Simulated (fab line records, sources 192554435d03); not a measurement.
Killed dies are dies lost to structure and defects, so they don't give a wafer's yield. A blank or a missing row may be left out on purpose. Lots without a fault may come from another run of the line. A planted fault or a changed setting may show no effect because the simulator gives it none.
Chamber matching | flow n5_finfet | N5_BEOL_M9_CURE_71 on uv_cure-01: 3 sister chambers
The step cures SiCOH lowk, time 240 s. 16 wafers are shown with their chamber, then 8 later ones without.

WAFERS WITH THEIR CHAMBER
wafer  | chamber | lamp_power_pct (%) | wafer_temp_C_max
L074.2 | 1       | 52.35              | 387.0
L074.4 | 1       | 52.38              | 386.3
L074.6 | 1       | 52.31              | 386.8
L076.2 | 1       | 52.31              | 386.3
L076.3 | 1       | 52.32              | 386.7
L076.4 | 1       | 52.31              | 386.2
L077.2 | 1       | 52.33              | 386.0
L077.4 | 1       | 52.28              | 387.1
L077.5 | 1       | 52.22              | 386.0
L080.1 | 1       | 52.29              | 386.2
L080.3 | 1       | 52.35              | 386.8
L080.4 | 1       | 52.32              | 386.5
L082.1 | 0       | 52.32              | 386.6
L082.3 | 0       | 52.30              | 386.6
L082.5 | 0       | 52.37              | 386.5
L085.1 | 2       | 52.20              | 386.5

SIGNATURES (means of the wafers above)
reading          | chamber 0 | chamber 1 | chamber 2 | scatter within a chamber
lamp_power_pct   | 52.3300   | 52.3142   | 52.2000   | 0.0397
wafer_temp_C_max | 386.567   | 386.492   | 386.500   | 0.35
Rule: a wafer's distance from a chamber is the root of the sum, over the readings, of the square of ((its reading less the chamber's mean) divided by the reading's scatter). The wafer belongs to the nearest chamber; if the next one is less than 2 further off, it can't be placed. The scatter: the root of (the sum of the squares of (reading less its chamber's mean) over the shown wafers, divided by (wafers less chambers)).

WAFERS WITHOUT THEIR CHAMBER
wafer  | lamp_power_pct (%) | wafer_temp_C_max
L085.3 | 52.22              | 386.8
L085.6 | 52.32              | 386.7
L087.1 | 52.26              | 387.0
L087.2 | 52.25              | 386.3
L087.5 | 52.29              | 387.1
L092.1 | 52.22              | 386.0
L092.3 | 52.41              | 386.5
L092.5 | 52.22              | 386.1

WHICH CHAMBER EACH WENT THROUGH
wafer  | from the rows above          | in truth
L085.3 | can't be placed: 2 or 1 or 0 | 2
L085.6 | can't be placed: 0 or 1      | 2
L087.1 | can't be placed: 1 or 2 or 0 | 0
L087.2 | can't be placed: 2 or 1 or 0 | 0
L087.5 | can't be placed: 0 or 1 or 2 | 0
L092.1 | can't be placed: 2 or 1 or 0 | 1
L092.3 | can't be placed: 0 or 1      | 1
L092.5 | can't be placed: 2 or 1 or 0 | 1
Placed correctly: 0 of 8. Can't be placed from these rows: 8 (the true chamber is among the candidates in 7). Placed wrongly: 0.
